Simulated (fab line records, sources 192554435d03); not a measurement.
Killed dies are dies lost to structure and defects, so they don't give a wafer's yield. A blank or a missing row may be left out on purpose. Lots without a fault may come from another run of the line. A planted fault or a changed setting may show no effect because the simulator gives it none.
fab line records | flow n5_finfet
record lots=7 wafers=39
route steps=1938 shown ZERO_LAYER@11 FIN_SAQP@125 SD_EPI_P@321 SD_ACTIVATION@330 HKMG_FIN@421 BEOL_M0_CUTY@711
start_h: hours from the record's first day to the start of the lot's first wafer shown | wait_h: hours since the lot's step before | " the same as in the row above | L1.1+2: a row that stands for several wafers | - no value, or no start given | * or withheld: withheld | < > ~ a bound
route shown NAME@n: a module of which the file shows steps, and the number in the route of the first | usual: mean/standard deviation of fault-free wafers | same: alike in all rows | chamber/n: place in a boat | sites: the reading at each site | _std_site: their standard deviation | _edge_site: outer sites' mean less inner sites' | radius_mm: how far each site lies from the wafer's centre | mask NAME#n: copy n | behind: the tool/chamber that last shaped the wafer | hold: why the lot was held/for how many hours/how that ended | device: the transistor (n, p or np) that didn't switch | end of line: the same wafers' tests at the end of the route | a step without rows: its recipe alone | killed: dies lost to structure and defects at the first sort, not the wafer's yield | map: a wafer's dies, x killed, . not, _ none there
set.NAME: the setting as run; set.NAME@STEP: as run at that earlier step | model.NAME: the simulator's own value behind a step, which no gauge read
lots whose settings were changed on purpose; a table a step, a row a wafer
## steps
# step N5_ZERO_LAYER_DEVELOP_10
# recipe develop_time_s=60 rinse_liquid=diw dry=air_spin dev_temp_c=21
# columns lot.wafer tool chamber start_h wait_h set.develop_time_s
L082.1+2+3+4+5+6 litho_track-03 0 - - 60
L084.1+2+5 litho_track-01 0 - - 33.32
L084.3+4+6 " 0 " " 60
L086.1+2+3 litho_track-05 0 - - 88.33
L086.4+5+6 " 0 " " 60
L087.1+5+6 litho_track-05 0 - - 60
L087.2+3+4 " 0 " " 33.4
L091.1+2+3+4+5+6 litho_track-05 0 - - 60
L093.1+3+6 litho_track-01 0 - - 60
L093.2+4+5 " 0 " " 92.72
L094.3+5+6 litho_track-05 0 - - 60
# step N5_ZERO_LAYER_HARDBAKE_23
# recipe temp_c=130 time_s=120
# step N5_ZERO_LAYER_CD_MEAS_11
# recipe target_cd_nm=2000 landing_energy_ev=500 detector=se_inlens
# usual cd_nm=1999.9/1.7
# columns lot.wafer tool chamber start_h wait_h set.develop_time_s@ZERO_LAYER_DEVELOP_10 cd_nm
L082.1 cd_sem-01 0 60.64 - 60 1998.2
L082.2 " 0 " " 60 1998.8
L082.3 " 0 " " 60 1999.4
L082.4 " 0 " " 60 1996.7
L082.5 " 0 " " 60 1999.0
L082.6 " 0 " " 60 1996.9
L084.1 cd_sem-02 0 72.65 - 33.32 1985.5
L084.2 " 0 " " 33.32 1985.8
L084.3 " 0 " " 60 1998.0
L084.4 " 0 " " 60 2000.1
L084.5 " 0 " " 33.32 1987.1
L084.6 " 0 " " 60 1998.4
L086.1 cd_sem-03 0 84.83 - 88.33 2011.4
L086.2 " 0 " " 88.33 2011.2
L086.3 " 0 " " 88.33 2010.5
L086.4 " 0 " " 60 2002.0
L086.5 " 0 " " 60 2002.2
L086.6 " 0 " " 60 2001.3
L087.1 cd_sem-02 0 90.83 - 60 2000.4
L087.2 " 0 " " 33.4 1986.6
L087.3 " 0 " " 33.4 1987.9
L087.4 " 0 " " 33.4 1987.8
L087.5 " 0 " " 60 2000.4
L087.6 " 0 " " 60 1998.1
L091.1 cd_sem-03 0 114.87 - 60 1999.2
L091.2 " 0 " " 60 1999.7
L091.3 " 0 " " 60 1998.0
L091.4 " 0 " " 60 2000.0
L091.5 " 0 " " 60 1997.1
L091.6 " 0 " " 60 1998.5
L093.1 cd_sem-02 0 126.77 - 60 1997.3
L093.2 " 0 " " 92.72 2008.9
L093.3 " 0 " " 60 1998.2
L093.4 " 0 " " 92.72 2005.4
L093.5 " 0 " " 92.72 2007.1
L093.6 " 0 " " 60 1997.0
L094.3 cd_sem-03 0 132.79 - 60 1997.5
L094.5 " 0 " " 60 1999.5
L094.6 " 0 " " 60 1999.4
# step N5_ZERO_LAYER_DESCUM_16
# recipe chemistry=O2 time_s=7.9 source_power_w=50 bias_power_w=20 pressure_mtorr=20 rf_frequency_hz=2.712e+07 temp_c=40 o2_flow_sccm=225
# columns lot.wafer tool chamber start_h wait_h set.develop_time_s@ZERO_LAYER_DEVELOP_10 model.ZERO_LAYER.cd_nm
L082.1 rie_diel-01 1 60.69 0.0 60 1998
L082.2+3+5 " 2,0,2 " " 60 1999
L082.4+6 " 3 " " 60 1997
L084.1 rie_diel-06 1 72.78 0.1 33.32 1985
L084.2 " 3 " " 33.32 1986
L084.3+6 " 2,1 " " 60 1998
L084.4 " 0 " " 60 2000
L084.5 " 2 " " 33.32 1987
L086.1+2 rie_diel-01 1,0 84.89 0.1 88.33 2011
L086.3 " 3 " " 88.33 2010
L086.4+5+6 " 2,2,1 " " 60 2002
L087.1 rie_diel-04 2 90.87 0.0 60 2000
L087.2 " 1 " " 33.4 1987
L087.3+4 " 0,3 " " 33.4 1988
L087.5 " 2 " " 60 2001
L087.6 " 3 " " 60 1998
L091.1 rie_diel-06 3 114.91 0.0 60 -
L091.2+4 " 1,0 " " 60 2000
L091.3 " 0 " " 60 1998
L091.5 " 1 " " 60 1997
L091.6 " 3 " " 60 1999
L093.1+3 rie_diel-01 3,1 127.25 0.5 60 1998
L093.2 " 0 " " 92.72 2009
L093.4 " 3 " " 92.72 2005
L093.5 " 1 " " 92.72 2007
L093.6 " 0 " " 60 1997
L094.3 rie_diel-06 1 132.83 0.0 60 1997
L094.5+6 " 0,1 " " 60 2000
# step N5_FIN_SAQP_SPACER1_ALD_24
# recipe material=SiO2 target_thk_a=203 temp_c=300 ald_precursor_family=BDEAS ald_co_reactant=O2-plasma pulse_time_s=1 purge_time_s=2 co_reactant_purge_time_s=2 ald_cycles=218 pressure_torr=2
# columns lot.wafer tool chamber start_h wait_h set.ald_cycles model.SiO2_of_FIN_SAQP_SPACER1_ALD_24.thk_nm
L082.1 ald_sin-04 0 70.99 0.3 218 20.4
L082.2+5 " 1 " " 218 20.2
L082.3+4 " 3,2 " " 305 28.4
L082.6 " 2 " " 305 28.6
L084.1+4+6 ald_sin-03 2,1,2 82.90 0.3 327 30.4
L084.2+3+5 " 3,0,1 " " 218 20.2
L086.1+4+5 ald_sin-03 0,3,1 96.25 1.9 218 20.4
L086.2+3+6 " 2,1,2 " " 172 16
L087.1+2+4 ald_sin-03 3,0,1 103.58 0.3 218 20.2
L087.3+5+6 " 2,2,3 " " 218 20.4
L091.1+2+3 ald_sin-03 1,0,2 125.20 0.3 146 13.6
L091.4+5 " 3,2 " " 218 20.4
L091.6 " 3 " " 218 20.2
L093.1+3 ald_sin-04 0,3 137.63 0.3 218 20.4
L093.2 " 1 " " 115 10.6
L093.4 " 2 " " 218 20.2
L093.5+6 " 3,2 " " 115 10.8
L094.3+6 ald_sin-03 1,3 143.76 0.1 218 20.2
L094.5 " 2 " " 218 20.4
# step N5_FIN_SAQP_SPACER1_ETCHBACK_25
# recipe chemistry=CHF3/O2 mode=anisotropic_etchback target=SiO2 target_depth_a=244 time_s=12.2 pressure_mtorr=30 source_w=650 bias_w=170 Ar_flow_sccm=200 CHF3_flow_sccm=50 O2_flow_sccm=5 ion_energy_ev=200
# step N5_FIN_SAQP_MANDREL1_REMOVE_56
# recipe chemistry=HBr/Cl2/O2 bt_time_s=10 target=a-Si stop_on=SiNx endpoint=OES-SiCl over_etch_frac=1 icp_w=600 bias_w=22 HBr_flow_sccm=150 Cl2_flow_sccm=80 O2_flow_sccm=5 pressure_mtorr=10
# columns lot.wafer tool chamber start_h wait_h set.ald_cycles@FIN_SAQP_SPACER1_ALD_24 model.FIN_SAQP.cd_nm
L082.1+2 rie_si-04 0,2 71.80 0.1 218 20.2
L082.3 " 3 " " 305 28.2
L082.4 " 1 " " 305 28.4
L082.5 " 3 " " 218 20
L082.6 " 0 " " 305 28.6
L084.1 rie_si-04 2 83.71 0.1 327 30.6
L084.2+3+5 " 3,1,2 " " 218 20.2
L084.4+6 " 0,3 " " 327 30.4
L086.1+4 rie_si-06 3,1 97.06 0.1 218 20.2
L086.2+3+6 " 2,0,1 " " 172 16
L086.5 " 2 " " 218 20.4
L087.1+2+4+5 rie_si-04 0,1,2,3 104.56 0.1 218 20.2
L087.3+6 " 3,0 " " 218 20.4
L091.1+2+3 rie_si-04 3,0,2 126.07 0.1 146 13.6
L091.4+5 " 1 " " 218 20.6
L091.6 " 0 " " 218 20.2
L093.1+3 rie_si-05 0,3 138.43 0.1 218 20.4
L093.2+5 " 2,3 " " 115 10.8
L093.4 " 1 " " 218 20.2
L093.6 " 2 " " 115 11
L094.3+5 rie_si-05 0,1 144.57 0.1 218 20.4
L094.6 " 2 " " 218 20.2
# step N5_FIN_SAQP_CD_MEAS_27
# recipe target_cd_nm=20 landing_energy_ev=1000 detector=se_inlens polarity=line
# usual cd_nm=20.29/0.21
# columns lot.wafer tool chamber start_h wait_h set.ald_cycles@FIN_SAQP_SPACER1_ALD_24 cd_nm
L082.1 cd_sem-03 0 71.91 0.1 218 20.31
L082.2 " 0 " " 218 20.48
L082.3 " 0 " " 305 28.12
L082.4 " 0 " " 305 28.24
L082.5 " 0 " " 218 20.21
L082.6 " 0 " " 305 28.60
L084.1 cd_sem-03 0 83.81 0.1 327 30.54
L084.2 " 0 " " 218 20.28
L084.3 " 0 " " 218 20.46
L084.4 " 0 " " 327 30.58
L084.5 " 0 " " 218 20.17
L084.6 " 0 " " 327 30.54
L086.1 cd_sem-01 0 97.17 0.1 218 20.34
L086.2 " 0 " " 172 15.81
L086.3 " 0 " " 172 15.76
L086.4 " 0 " " 218 20.48
L086.5 " 0 " " 218 20.34
L086.6 " 0 " " 172 16.03
L087.1 cd_sem-02 0 104.67 0.1 218 20.23
L087.2 " 0 " " 218 20.12
L087.3 " 0 " " 218 20.07
L087.4 " 0 " " 218 20.14
L087.5 " 0 " " 218 20.22
L087.6 " 0 " " 218 20.07
L091.1 cd_sem-01 0 126.18 0.1 146 13.63
L091.2 " 0 " " 146 13.80
L091.3 " 0 " " 146 13.71
L091.4 " 0 " " 218 20.47
L091.5 " 0 " " 218 20.85
L091.6 " 0 " " 218 20.08
L093.1 cd_sem-01 0 138.54 0.1 218 20.04
L093.2 " 0 " " 115 10.74
L093.3 " 0 " " 218 20.47
L093.4 " 0 " " 218 20.37
L093.5 " 0 " " 115 10.53
L093.6 " 0 " " 115 10.76
L094.3 cd_sem-03 0 144.68 0.1 218 20.66
L094.5 " 0 " " 218 20.06
L094.6 " 0 " " 218 20.40
# step N5_SD_EPI_P_EPI_21
# recipe material=SiGe:B dopant=B temp_c=550 pressure_torr=20 ambient=H2 time_s=355
# columns lot.wafer tool chamber start_h wait_h set.time_s model.SiGe-B_of_SD_EPI_P_EPI_21.thk_nm
L082.1 epi_rpcvd-02 0 102.98 0.1 355 60
L082.2 " 0 " " 415.3 67.2
L082.3 " 0 " " 415.3 66.8
L082.4 " 0 " " 415.3 66.4
L082.5 " 0 " " 355 60.2
L082.6 " 0 " " 355 60.4
L084.1 epi_rpcvd-03 0 113.60 0.1 420.5 68.8
L084.2 " 0 " " 355 62.2
L084.3 " 0 " " 420.5 69.8
L084.4 " 0 " " 355 61.4
L084.5 " 0 " " 355 61.6
L084.6 " 0 " " 420.5 69.2
L086.1+4 epi_rpcvd-03 0 132.20 0.1 558.2 83.8
L086.2 " 0 " " 558.2 85.8
L086.3+6 " 0 " " 355 62
L086.5 " 0 " " 355 62.2
L087.1 epi_rpcvd-03 0 135.23 0.1 170 31.4
L087.2+4 " 0 " " 355 61
L087.3 " 0 " " 170 32
L087.5 " 0 " " 355 60.8
L087.6 " 0 " " 170 31.6
L091.1 epi_rpcvd-02 0 160.44 0.1 355 62.6
L091.2 " 0 " " 542.2 83.8
L091.3 " 0 " " 542.2 84.6
L091.4 " 0 " " 355 62.8
L091.5 " 0 " " 542.2 84.8
L091.6 " 0 " " 355 62
L093.1+2+4 epi_rpcvd-02 0 170.75 0.1 355 60.8
L093.3 " 0 " " 355 59.8
L093.5 " 0 " " 355 60.4
L093.6 " 0 " " 355 59.6
L094.3 epi_rpcvd-04 0 175.58 0.8 355 62.2
L094.5 " 0 " " 355 61.6
L094.6 " 0 " " 355 61.4
# step N5_SD_EPI_P_EPI_MEAS_23
# recipe mode=xrd
# usual thk_nm=61.0/1.3
# columns lot.wafer tool chamber start_h wait_h set.time_s@SD_EPI_P_EPI_21 thk_nm
L082.1 film_metro-01 - 105.18 1.8 355 60.4
L082.2 " - " " 415.3 67.9
L082.3 " - " " 415.3 68.4
L082.4 " - " " 415.3 65.8
L082.5 " - " " 355 59.4
L082.6 " - " " 355 61.8
L084.1 film_metro-02 - 115.80 1.8 420.5 68.7
L084.2 " - " " 355 63.3
L084.3 " - " " 420.5 68.7
L084.4 " - " " 355 60.8
L084.5 " - " " 355 63.0
L084.6 " - " " 420.5 68.1
L086.1 film_metro-02 - 134.39 1.8 558.2 82.9
L086.2 " - " " 558.2 87.3
L086.3 " - " " 355 62.3
L086.4 " - " " 558.2 83.8
L086.5 " - " " 355 61.5
L086.6 " - " " 355 60.2
L087.1 film_metro-02 - 137.42 1.9 170 30.2
L087.2 " - " " 355 59.5
L087.3 " - " " 170 31.4
L087.4 " - " " 355 61.1
L087.5 " - " " 355 59.2
L087.6 " - " " 170 29.6
L091.1 film_metro-01 - 162.63 1.8 355 63.4
L091.2 " - " " 542.2 83.0
L091.3 " - " " 542.2 85.4
L091.4 " - " " 355 63.2
L091.5 " - " " 542.2 84.7
L091.6 " - " " 355 61.9
L093.1 film_metro-01 - 172.96 1.9 355 60.3
L093.2 " - " " 355 59.8
L093.3 " - " " 355 60.2
L093.4 " - " " 355 60.9
L093.5 " - " " 355 59.5
L093.6 " - " " 355 58.8
L094.3 film_metro-02 - 177.06 1.1 355 62.9
L094.5 " - " " 355 62.4
L094.6 " - " " 355 61.1
# step N5_SD_EPI_P_HM_STRIP_48
# recipe chemistry=H3PO4 temp_c=160 material=SiNx target=SiNx target_depth_a=30 overetch_fraction=0.3
# step N5_SD_EPI_P_SRD_49
# recipe dry=ipa_marangoni time_s=30 temp_c=23 rinse_liquid=diw
# step N5_SD_ACTIVATION_RTA_00
# recipe temp_c=975 time_s=0 ambient=N2 idle_temp_c=600 ramp_up_c_per_s=150 ramp_down_c_per_s=60 cool_to_c=600
# step N5_SD_ACTIVATION_LSA_01
# recipe temp_c=1080 time_s=0.0008 ambient=N2
# step N5_SD_ACTIVATION_RS_MEAS_03
# recipe thk_meas_gauge=four-point-probe
# usual RS_SD_N=21.92/0.29 RS_SD_P=55.9/0.8
# columns lot.wafer tool chamber start_h wait_h set.time_s@SD_EPI_P_EPI_21 RS_SD_N[ohm/sq] RS_SD_P[ohm/sq]
L082.1 film_metro-02 - 105.80 0.2 355 22.04 57.1
L082.2 " - " " 415.3 21.89 50.7
L082.3 " - " " 415.3 21.49 51.3
L082.4 " - " " 415.3 21.94 50.9
L082.5 " - " " 355 22.08 57.0
L082.6 " - " " 355 21.78 56.3
L084.1 film_metro-01 - 116.41 0.2 420.5 21.85 50.3
L084.2 " - " " 355 21.87 55.1
L084.3 " - " " 420.5 21.56 49.4
L084.4 " - " " 355 21.73 56.0
L084.5 " - " " 355 21.73 55.8
L084.6 " - " " 420.5 21.88 50.3
L086.1 film_metro-02 - 135.08 0.2 558.2 22.03 39.8
L086.2 " - " " 558.2 21.71 39.5
L086.3 " - " " 355 21.73 54.8
L086.4 " - " " 558.2 21.46 40.0
L086.5 " - " " 355 21.91 54.5
L086.6 " - " " 355 21.80 54.7
L087.1 film_metro-01 - 138.06 0.2 170 22.05 108.8
L087.2 " - " " 355 22.54 55.6
L087.3 " - " " 170 22.04 107.0
L087.4 " - " " 355 21.93 56.2
L087.5 " - " " 355 22.07 55.9
L087.6 " - " " 170 22.18 107.6
L091.1 film_metro-01 - 163.25 0.2 355 21.82 55.2
L091.2 " - " " 542.2 21.44 41.3
L091.3 " - " " 542.2 21.48 40.3
L091.4 " - " " 355 22.08 54.5
L091.5 " - " " 542.2 21.63 40.7
L091.6 " - " " 355 21.84 55.8
L093.1 film_metro-01 - 173.66 0.2 355 22.54 55.9
L093.2 " - " " 355 22.06 55.3
L093.3 " - " " 355 22.16 56.7
L093.4 " - " " 355 22.34 55.5
L093.5 " - " " 355 21.88 55.5
L093.6 " - " " 355 22.13 56.2
L094.3 film_metro-01 - 177.89 0.2 355 21.74 55.7
L094.5 " - " " 355 21.22 55.6
L094.6 " - " " 355 21.74 55.8
# step N5_HKMG_FIN_PWFM_ALD_03
# recipe material=TiN target_thk_a=20 temp_c=400 ald_precursor_family=TiCl4 ald_co_reactant=NH3 pulse_time_s=1 purge_time_s=3 co_reactant_purge_time_s=2 co_reactant_pulse_time_s=2 ald_cycles=91 pressure_torr=3
# columns lot.wafer tool chamber start_h wait_h set.ald_cycles model.TiN_of_HKMG_FIN_PWFM_ALD_03.thk_nm
L082.1+4+5 ald_metal-02 2,1,1 122.00 0.0 91 2
L082.2+3+6 " 3,0,2 " " 72 1.6
L084.1+2+3+4+5+6 ald_metal-02 2,0,1,3,2,3 132.10 0.0 91 2
L086.1+3+6 ald_metal-02 0,1,3 151.02 0.0 91 2
L086.2+4+5 " 2,3,2 " " 115 2.6
L087.1+2+6 ald_metal-03 0,3,3 154.39 0.0 55 1.2
L087.3+4+5 " 2,1,2 " " 91 2
L091.1+2+3+4+5+6 ald_metal-01 0,1,3,3,1,0 179.55 0.0 91 2
L093.1+2+3+4+5+6 ald_metal-03 3,1,0,2,0,1 189.08 0.0 91 2
L094.3+5+6 ald_metal-02 1,1,3 195.05 0.0 91 2
# step N5_BEOL_M0_CUTY_DESCUM_61
# recipe chemistry=O2 time_s=7.9 source_power_w=50 bias_power_w=20 pressure_mtorr=20 rf_frequency_hz=2.712e+07 temp_c=40 resist=CAR-ArF-block o2_flow_sccm=225
# columns lot.wafer tool chamber start_h wait_h set.time_s model.CAR-ArF-block_of_BEOL_M0_CUTY_COAT_51.thk_nm
L082.1 rie_diel-05 2 162.02 0.1 6.412 143.8
L082.2 " 1 " " 7.9 142.8
L082.3 " 0 " " 6.412 143.6
L082.4 " 3 " " 7.9 143
L082.5 " 1 " " 7.9 142.6
L082.6 " 2 " " 6.412 144.2
L084.1+4 rie_diel-05 3,2 172.03 0.1 11.54 141
L084.2 " 1 " " 11.54 141.6
L084.3 " 0 " " 7.9 143.8
L084.5+6 " 2,1 " " 7.9 143.4
L086.1 rie_diel-02 0 187.97 0.2 9.111 143.4
L086.2 " 3 " " 9.111 143
L086.3 " 1 " " 7.9 144.4
L086.4 " 1 " " 7.9 144.2
L086.5 " 0 " " 7.9 144
L086.6 " 3 " " 9.111 143.2
L087.1+2+3 rie_diel-02 3,0,1 193.83 0.2 7.9 143.4
L087.4 " 1 " " 7.9 143.2
L087.5 " 3 " " 7.9 143.6
L087.6 " 0 " " 7.9 143
L091.1 rie_diel-02 2 219.30 0.2 7.9 143.6
L091.2 " 0 " " 3.39 146.2
L091.3 " 3 " " 3.39 145.8
L091.4 " 1 " " 3.39 146.4
L091.5 " 2 " " 7.9 143.8
L091.6 " 1 " " 7.9 143.4
L093.1+3 rie_diel-05 1,3 227.87 0.0 3.936 145.2
L093.2 " 0 " " 7.9 143.2
L093.4 " 2 " " 7.9 142.8
L093.5 " 2 " " 3.936 145.4
L093.6 " 1 " " 7.9 143
L094.3+5 rie_diel-02 1 232.91 0.0 7.9 143.4
L094.6 " 0 " " 7.9 143.6
# step N5_BEOL_M0_CUTY_ETCH_62
# recipe chemistry=CF4 target=SiARC mask_material=CAR-ArF-block time_s=58.5 ion_energy_ev=80 pressure_mtorr=40 source_w=545 bias_w=36 Ar_flow_sccm=100 cf4_flow_sccm=100 ends=cleared
# columns lot.wafer tool chamber start_h wait_h set.time_s@BEOL_M0_CUTY_DESCUM_61 model.CAR-ArF-block_of_BEOL_M0_CUTY_COAT_51.thk_nm
L082.1 rie_diel-05 2 162.05 0.0 6.412 118.8
L082.2+4 " 1,3 " " 7.9 117.8
L082.3 " 0 " " 6.412 118.6
L082.5 " 1 " " 7.9 117.6
L082.6 " 2 " " 6.412 119.2
L084.1+4 rie_diel-05 3,2 172.07 0.0 11.54 116
L084.2 " 1 " " 11.54 116.4
L084.3 " 0 " " 7.9 118.6
L084.5+6 " 2,1 " " 7.9 118.4
L086.1 rie_diel-02 0 188.01 0.0 9.111 118.4
L086.2 " 3 " " 9.111 118
L086.3 " 1 " " 7.9 119.4
L086.4 " 1 " " 7.9 119.2
L086.5 " 0 " " 7.9 119
L086.6 " 3 " " 9.111 118.2
L087.1+2+5 rie_diel-02 3,0,3 193.87 0.0 7.9 118.4
L087.3 " 1 " " 7.9 118.2
L087.4+6 " 1,0 " " 7.9 118
L091.1+5 rie_diel-02 2 219.34 0.0 7.9 118.6
L091.2 " 0 " " 3.39 121.2
L091.3 " 3 " " 3.39 120.8
L091.4 " 1 " " 3.39 121.4
L091.6 " 1 " " 7.9 118.4
L093.1+5 rie_diel-05 1,2 227.90 0.0 3.936 120.2
L093.2 " 0 " " 7.9 118.2
L093.3 " 3 " " 3.936 120
L093.4+6 " 2,1 " " 7.9 117.8
L094.3+5 rie_diel-02 1 232.95 0.0 7.9 118.4
L094.6 " 0 " " 7.9 118.6
## key
split step=N5_ZERO_LAYER_DEVELOP_10 setting=develop_time_s stated=60 by=wafer
response step=N5_ZERO_LAYER_CD_MEAS_11 reading=cd_nm change=+0.225 per=1% r=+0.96
response step=N5_ZERO_LAYER_DESCUM_16 reading=model.ZERO_LAYER.cd_nm change=+0.223 per=1% r=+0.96
split step=N5_FIN_SAQP_SPACER1_ALD_24 setting=ald_cycles stated=218 by=wafer
response step=N5_FIN_SAQP_SPACER1_ALD_24 reading=model.SiO2_of_FIN_SAQP_SPACER1_ALD_24.thk_nm change=+0.204 per=1% r=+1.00
response step=N5_FIN_SAQP_MANDREL1_REMOVE_56 reading=model.FIN_SAQP.cd_nm change=+0.204 per=1% r=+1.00
response step=N5_FIN_SAQP_CD_MEAS_27 reading=cd_nm change=+0.204 per=1% r=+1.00
split step=N5_SD_EPI_P_EPI_21 setting=time_s stated=355 by=wafer
response step=N5_SD_EPI_P_EPI_21 reading=model.SiGe-B_of_SD_EPI_P_EPI_21.thk_nm change=+0.448 per=1% r=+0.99
response step=N5_SD_EPI_P_EPI_MEAS_23 reading=thk_nm change=* per=1% r=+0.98
response step=N5_SD_ACTIVATION_RS_MEAS_03 reading=RS_SD_P shape=bent at_lowest=107.8 at_stated=55.7 at_highest=39.8
split step=N5_HKMG_FIN_PWFM_ALD_03 setting=ald_cycles stated=91 by=wafer
response step=N5_HKMG_FIN_PWFM_ALD_03 reading=model.TiN_of_HKMG_FIN_PWFM_ALD_03.thk_nm change=+0.0207 per=1% r=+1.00
split step=N5_BEOL_M0_CUTY_DESCUM_61 setting=time_s stated=7.9 by=wafer
response step=N5_BEOL_M0_CUTY_DESCUM_61 reading=model.CAR-ArF-block_of_BEOL_M0_CUTY_COAT_51.thk_nm change=-0.0473 per=1% r=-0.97
response step=N5_BEOL_M0_CUTY_ETCH_62 reading=model.CAR-ArF-block_of_BEOL_M0_CUTY_COAT_51.thk_nm change=-0.0475 per=1% r=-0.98
